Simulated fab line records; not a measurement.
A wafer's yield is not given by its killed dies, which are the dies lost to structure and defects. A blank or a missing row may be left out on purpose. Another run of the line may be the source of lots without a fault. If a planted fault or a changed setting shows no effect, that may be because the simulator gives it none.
Matching of chambers    flow nand_harc    NHARC_P_M2_ETCH_35 on rie_diel-02 has 4 sister chambers
The step etches the open film in N2/H2, target depth 40 nm, overetch 12 nm, time 43.94 s. 16 wafers are shown with their chamber, then 8 later ones without.

WAFERS PAIRED WITH THEIR CHAMBERS
wafer   chamber  showerhead_plenum_p_Torr (Torr)  rf_vpp_V (V)  drypump_motor_current_A (A)
L074.1  3        1.90                             425.6         5.9
L074.3  0        1.94                             428.0         5.7
L074.6  2        2.14                             434.3         5.6
L075.3  2        2.14                             433.4         5.7
L075.4  0        1.94                             427.9         5.7
L075.6  3        1.90                             425.4         5.8
L075.1  3        1.90                             426.5         5.9
L075.2  0        1.94                             426.6         5.7
L075.5  2        2.14                             433.5         5.6
L080.1  0        1.94                             428.5         5.7
L080.3  1        1.92                             426.8         5.3
L080.6  2        2.14                             434.4         5.6
L083.1  1        1.92                             427.3         5.4
L083.3  3        1.89                             425.9         5.9
L083.4  0        1.94                             427.4         5.7
L090.2  2        2.13                             433.8         5.6

SIGNATURES (averages over the wafers above)
reading                   chamber 0  chamber 1  chamber 2  chamber 3  scatter within a chamber
showerhead_plenum_p_Torr  1.9400     1.9200     2.1380     1.8975     0.00359
rf_vpp_V                  427.680    427.050    433.880    425.850    0.556
drypump_motor_current_A   5.700      5.350      5.620      5.875      0.0413
Rule: a wafer's distance from a chamber is the root of the sum, over the readings, of the square of ((its reading less the chamber's mean) divided by the reading's scatter). The wafer belongs to the nearest chamber; if the next one is less than 2 further off, it can't be placed. The scatter: take each reading less its chamber's mean, square it, sum over the shown wafers, divide by the number of wafers less the number of chambers, and take the root.

WAFERS WHOSE CHAMBER IS MISSING
wafer   showerhead_plenum_p_Torr (Torr)  rf_vpp_V (V)  drypump_motor_current_A (A)
L090.3  1.94                             428.3         5.7
L090.4  1.92                             427.4         5.3
L094.2  1.89                             425.1         5.9
L094.4  1.92                             425.5         5.4
L094.6  1.89                             427.0         5.9
L097.2  1.92                             427.0         5.4
L097.4  2.13                             434.4         5.7
L097.6  2.13                             433.5         5.7

WHICH CHAMBER EACH ONE RAN IN
wafer   from the rows above  in truth
L090.3  0                    0
L090.4  1                    1
L094.2  3                    3
L094.4  1                    1
L094.6  3                    3
L097.2  1                    1
L097.4  2                    2
L097.6  2                    2
Correct placement for 8 of the 8. Left unplaced by these rows: 0. Placed wrongly: 0.
